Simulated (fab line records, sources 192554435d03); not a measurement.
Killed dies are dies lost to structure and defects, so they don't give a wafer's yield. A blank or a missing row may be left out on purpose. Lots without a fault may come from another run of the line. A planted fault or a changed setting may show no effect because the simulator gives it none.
fab line records | flow n5_finfet | part 2 of 2: steps 6 to 8 of 8
record lots=14 wafers=41 last_day=17
route steps=1938 shown MOL_CONTACT_COAG@617 BEOL_M0_SAQP@637 BEOL_M4@1111
lots that met no fault: from a run of the same line without faults
start_h: hours from the record's first day to the start of the lot's first wafer shown | wait_h: hours since the lot's step before | " the same as in the row above | L1.1+2: a row that stands for several wafers | - no value, or no start given | * or withheld: withheld | < > ~ a bound
route shown NAME@n: a module of which the file shows steps, and the number in the route of the first | usual: mean/standard deviation of fault-free wafers | same: alike in all rows | chamber/n: place in a boat | sites: the reading at each site | _std_site: their standard deviation | _edge_site: outer sites' mean less inner sites' | radius_mm: how far each site lies from the wafer's centre | mask NAME#n: copy n | behind: the tool/chamber that last shaped the wafer | hold: why the lot was held/for how many hours/how that ended | device: the transistor (n, p or np) that didn't switch | end of line: the same wafers' tests at the end of the route | a step without rows: its recipe alone | killed: dies lost to structure and defects at the first sort, not the wafer's yield | map: a wafer's dies, x killed, . not, _ none there
set.NAME: the setting as run; set.NAME@STEP: as run at that earlier step | model.NAME: the simulator's own value behind a step, which no gauge read
steps of the route over a sample of lots; a table a step, a row a wafer
services: from which hour (start_h, from the record's first day; less than 0 if before it) a tool's chamber was out of use, for how many hours, and why
## steps
# step N5_BEOL_M0_SAQP_MANDREL_ETCH_20
# recipe target_depth_a=600 chemistry=HBr/Cl2 target=a-Si stop_on=SiNx bt_time_s=10 mask_material=SOC over_etch_frac=0.5 time_s=30 pressure_mtorr=10 icp_w=800 bias_w=75 HBr_flow_sccm=150 Cl2_flow_sccm=80 ends=end_point
# usual HBr_flow_sccm=150.0/0.44 bias_w=75.00/0.19 drypump_motor_current_A=6.0/0.52 oes_product_au=0.778/0.013 throttle_valve_pct=35.2/0.33
# columns lot.wafer tool chamber start_h wait_h HBr_flow_sccm bias_w drypump_motor_current_A oes_product_au rf_hours_counter_h throttle_valve_pct
L403.1 rie_si-01 0 116.31 0.0 149.9 74.58 6.0 0.765 39 35.4
L403.4 " 3 " " 149.2 74.95 6.3 0.787 5 34.8
L403.6 " 2 " " 150.2 75.03 4.7 0.790 - 35.2
L404.2 rie_si-06 1 121.49 0.0 149.5 74.90 6.6 0.784 197 34.9
L404.3 " 0 " " 150.1 74.73 5.9 0.799 1 35.1
L404.5 " 2 " " 150.1 74.60 5.9 0.762 - 35.2
L405.2 rie_si-05 0 123.99 0.0 149.7 74.69 5.9 0.772 102 35.7
L405.4 " 2 " " 149.5 75.00 5.1 0.776 72 34.9
L405.5 " 1 " " 150.0 74.76 6.3 0.780 - 35.2
L406.2 rie_si-01 2 131.81 0.0 150.2 74.50 4.7 0.788 127 35.3
L406.5 " 0 " " 149.3 74.89 6.0 0.779 - 35.4
L406.6 " 2 " " 150.0 75.21 4.6 0.799 - 35.2
L409.3 rie_si-06 1 151.96 0.0 150.8 74.93 6.6 0.331 0 35.6
L409.5 " 1 " " 150.7 74.91 6.6 0.328 - 35.6
L409.6 " 2 " " 150.0 74.90 5.9 0.319 - 36.1
L410.1 rie_si-06 0 154.37 0.0 150.1 74.92 5.9 0.337 2 36.0
L410.2 " 1 " " 149.8 75.15 6.5 0.320 0 35.6
L410.3 " 2 " " 150.4 74.74 5.9 0.324 18 36.1
L415.1 rie_si-05 3 187.31 0.0 148.9 75.46 6.6 0.767 68 35.8
L415.3 " 1 " " 149.6 74.83 6.2 0.763 34 35.2
L417.1 rie_si-01 1 200.22 0.0 149.6 75.07 6.2 0.766 1 35.5
L417.2 " 0 " " 150.2 75.14 6.0 0.768 41 35.4
L417.3 " 3 " " 149.4 75.00 6.3 0.779 7 34.8
L418.1 rie_si-05 2 206.24 0.0 150.7 75.19 5.1 0.770 73 35.0
L418.2 " 1 " " 150.7 75.00 6.3 0.783 35 35.2
L418.3 " 0 " " 150.2 75.08 5.9 0.771 103 35.7
L419.1 rie_si-01 1 209.20 0.0 149.5 75.02 6.2 0.780 1 35.5
L419.2 " 0 " " 150.1 74.88 5.9 0.779 41 35.4
L419.6 " 3 " " 150.7 74.80 6.3 0.794 - 34.8
L420.4 rie_si-06 1 211.85 0.0 150.5 75.03 6.6 0.764 1 34.8
L420.5 " 1 " " 149.4 75.14 6.6 0.770 - 34.8
L420.6 " 0 " " 149.9 75.15 5.9 0.806 - 35.1
L421.1 rie_si-01 0 219.01 0.0 150.6 75.02 6.0 0.772 41 35.4
L421.5 " 1 " " 150.3 75.13 6.2 0.769 - 35.5
L421.6 " 0 " " 151.0 75.24 6.0 0.782 - 35.4
L422.3 rie_si-06 2 235.31 0.0 150.1 74.65 5.9 0.767 19 35.2
L422.4 " 1 " " 151.3 75.12 6.6 0.763 2 34.8
L422.6 " 0 " " 149.5 75.08 5.9 0.797 - 35.1
L424.1 rie_si-06 0 241.58 0.0 150.1 75.25 5.9 0.779 3 35.1
L424.4 " 3 " " 150.1 75.01 6.1 0.783 2 35.7
L424.6 " 2 " " 150.1 74.85 5.9 0.757 - 35.2
# step N5_BEOL_M0_SAQP_CD_MEAS_25
# recipe target_cd_nm=13.1 landing_energy_ev=1000 detector=se_inlens
# usual cd_nm=12.81/0.24
# columns lot.wafer tool chamber start_h wait_h cd_nm
L403.1 cd_sem-01 0 118.06 0.1 12.90
L403.4 " 0 " " 12.79
L403.6 " 0 " " 13.02
L404.2 cd_sem-01 0 122.79 0.1 12.73
L404.3 " 0 " " 12.41
L404.5 " 0 " " 12.28
L405.2 cd_sem-01 0 125.27 0.1 12.93
L405.4 " 0 " " 12.48
L405.5 " 0 " " 12.75
L406.2 cd_sem-01 0 133.11 0.1 12.72
L406.5 " 0 " " 12.38
L406.6 " 0 " " 12.62
L409.3 cd_sem-03 0 153.30 0.1 -
L409.5 " 0 " " -
L409.6 " 0 " " -
L410.1 cd_sem-03 0 155.73 0.1 -
L410.2 " 0 " " -
L410.3 " 0 " " -
L415.1 cd_sem-03 0 188.60 0.1 12.77
L415.3 " 0 " " 12.97
L417.1 cd_sem-03 0 201.67 0.1 12.66
L417.2 " 0 " " 13.12
L417.3 " 0 " " 12.99
L418.1 cd_sem-01 0 207.93 0.1 12.87
L418.2 " 0 " " 12.69
L418.3 " 0 " " 13.01
L419.1 cd_sem-01 0 210.48 0.1 13.03
L419.2 " 0 " " 12.99
L419.6 " 0 " " 13.11
L420.4 cd_sem-03 0 213.15 0.0 12.69
L420.5 " 0 " " 12.83
L420.6 " 0 " " 13.10
L421.1 cd_sem-03 0 220.32 0.1 13.09
L421.5 " 0 " " 12.53
L421.6 " 0 " " 12.92
L422.3 cd_sem-02 0 236.93 0.1 13.01
L422.4 " 0 " " 12.64
L422.6 " 0 " " 13.26
L424.1 cd_sem-03 0 242.86 0.1 12.64
L424.4 " 0 " " 12.92
L424.6 " 0 " " 13.24
# step N5_BEOL_M4_RC_MEAS_101
# usual DIBL_N=35.8/1.5 DIBL_P=35.9/1.8 IOFF_N=0.152/0.025 IOFF_P=0.21/0.031 ION_N=672/11 ION_P=462/7.4 SS_N=71.5/0.52 SS_P=73.2/0.54 VT_N=250/3 VT_P=-250/3.3
# columns lot.wafer tool chamber start_h wait_h DIBL_N[mV/V] DIBL_P[mV/V] IOFF_N[nA/um] IOFF_P[nA/um] ION_N[uA/um] ION_P[uA/um] SS_N[mV/dec] SS_P[mV/dec] VT_N[mV] VT_P[mV]
L403.1 prober-01 0 166.18 0.0 35.7 36.5 0.146 0.19 670 454 72.9 72.9 251 -253
L403.4 " 0 " " 38.0 38.4 0.192 0.21 672 457 73.0 73.7 250 -249
L403.6 " 0 " " 37.1 37.1 0.176 0.20 682 455 72.7 73.0 251 -249
L405.2 prober-01 0 178.69 0.2 34.4 31.2 0.096 0.13 655 449 70.5 72.3 261 -260
L405.4 " 0 " " 37.0 34.5 0.137 0.18 672 458 71.1 73.2 253 -254
L405.5 " 0 " " 36.8 34.3 0.137 0.18 669 458 71.2 73.1 251 -255
L404.2 prober-02 0 178.93 0.2 37.5 36.4 0.161 0.23 675 467 71.4 73.3 249 -247
L404.3 " 0 " " 38.5 38.3 0.195 0.27 690 474 72.0 73.9 244 -245
L404.5 " 0 " " 35.5 34.8 0.131 0.20 665 465 71.7 73.3 251 -248
L406.2 prober-01 0 199.76 0.2 33.9 34.8 0.122 0.16 670 457 70.9 72.9 250 -254
L406.5 " 0 " " 34.9 35.9 0.143 0.17 674 452 70.7 73.0 251 -252
L406.6 " 0 " " 34.1 35.4 0.125 0.16 665 459 71.5 72.6 251 -256
L415.1 prober-02 0 244.23 0.0 34.0 33.2 0.117 0.17 659 461 71.1 73.0 251 -252
L415.3 " 0 " " 33.8 33.3 0.122 0.18 655 455 70.5 72.8 252 -252
L417.1 prober-02 0 261.63 0.0 35.2 36.2 0.142 0.20 675 461 71.5 73.4 250 -252
L417.2 " 0 " " 38.9 40.1 0.205 0.27 687 475 72.3 74.0 245 -247
L417.3 " 0 " " 35.4 35.7 0.134 0.20 658 456 71.5 72.7 250 -251
L418.1 prober-01 0 263.71 0.0 37.7 38.6 0.218 0.29 700 484 72.0 74.3 244 -243
L418.2 " 0 " " 36.0 35.8 0.172 0.23 676 465 71.6 72.8 245 -248
L418.3 " 0 " " 36.5 38.0 0.196 0.28 706 489 72.4 73.7 245 -243
L420.4 prober-02 0 271.90 0.5 35.5 37.1 0.182 0.24 682 460 71.9 73.3 247 -247
L420.5 " 0 " " 34.3 37.2 0.175 0.24 694 471 71.1 72.5 245 -250
L420.6 " 0 " " 34.1 36.0 0.154 0.21 675 460 71.2 72.7 250 -248
L419.1 prober-01 0 284.90 0.0 34.6 35.8 0.160 0.20 672 456 71.6 73.2 247 -250
L419.2 " 0 " " 36.3 37.8 0.185 0.24 692 470 71.3 73.8 245 -250
L419.6 " 0 " " 35.0 36.7 0.175 0.22 701 472 71.0 73.5 246 -250
L421.1 prober-02 0 285.84 0.0 36.3 38.6 0.179 0.24 677 463 71.6 73.8 247 -249
L421.5 " 0 " " 36.0 39.4 0.177 0.26 689 477 71.5 73.7 248 -248
L421.6 " 0 " " 35.3 37.1 0.159 0.22 683 462 71.4 73.4 251 -249
L422.3 prober-01 0 289.49 0.3 34.0 34.4 0.141 0.21 664 463 72.0 73.1 252 -247
L422.4 " 0 " " 33.5 34.2 0.127 0.20 648 457 70.8 72.4 253 -247
L422.6 " 0 " " 34.8 36.0 0.159 0.24 689 473 71.4 73.4 249 -246
L424.1 prober-01 0 303.34 0.0 36.0 35.4 0.146 0.22 676 467 71.5 73.1 251 -249
L424.4 " 0 " " 35.9 35.9 0.154 0.23 678 466 71.8 73.0 246 -248
L424.6 " 0 " " 35.4 35.1 0.144 0.21 693 468 71.3 72.4 251 -248
## services
# columns tool chamber start_h hours kind
rie_si-01 0 101.50 3.9 repair
pecvd-02 1 105.49 26.6 repair
rie_si-01 1 116.94 15.1 repair
pecvd-02 2 120.62 4.6 repair
rie_diel-01 0 126.57 - clean
rie_diel-01 0 126.57 - consumable_replace:focus_ring
rie_diel-01 0 126.57 18.5 scheduled_down
rie_diel-01 0 126.57 18.5 vent_cycle
pecvd-04 - 127.46 1.1 repair
rie_diel-03 1 129.58 13.2 repair
rie_diel-06 1 130.63 9.8 repair
rie_si-05 1 140.48 0.9 repair
pecvd-04 1 141.84 5.4 repair
rie_diel-06 2 149.71 12.8 repair
pecvd-03 - 157.40 0.8 pm
rie_diel-01 3 157.99 1.5 repair
pecvd-03 - 174.99 5.5 repair
pecvd-04 0 176.00 2.2 repair
rie_diel-06 1 177.25 22.2 repair
rie_diel-06 2 194.15 4.6 repair
rie_diel-03 1 204.96 8.0 repair
rie_si-05 3 205.71 11.0 repair
rie_diel-03 0 222.41 3.9 repair
pecvd-02 - 233.00 0.7 repair
## key
first_sign step=N5_BEOL_M0_SAQP_ETCH_83 reading=tool_record direction=missing
effect step=N5_BEOL_M0_SAQP_ETCH_84 reading=oes_product_au direction=down sigmas=5.5 usual=0.68 struck=0.30
effect step=N5_BEOL_M0_SAQP_MANDREL_ETCH_20 reading=oes_product_au direction=down sigmas=35 usual=0.778 struck=0.326
effect step=N5_BEOL_M0_SAQP_CD_MEAS_25 reading=cd_nm direction=missing
met_at N5_BEOL_M0_SAQP_ETCH_83
struck_lots L409,L410
later_rows_left_out L409.3,L409.5,L409.6,L410.1,L410.2,L410.3
sort_left_out L409.3,L409.5,L409.6,L410.1,L410.2,L410.3
not_acting_at N5_MOL_CONTACT_COAG_ETCH_48,N5_MOL_CONTACT_COAG_INSPECT_97,N5_BEOL_M0_SAQP_PECVD_97
onset_between 131.57 151.63
fault kind=skipped_step_whole tool=rie_diel-01,rie_diel-06 chamber=- onset_h=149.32 steps=N5_BEOL_M0_SAQP_ETCH_83 scope=struck_lots_only
# sort_left_out: the simulated sort isn't trusted on such a fault, so these wafers' sort isn't shown, and their yield isn't known
# later_rows_left_out: the simulator's readings of these wafers behind a module that went badly wrong aren't trusted and aren't shown, but for the sort
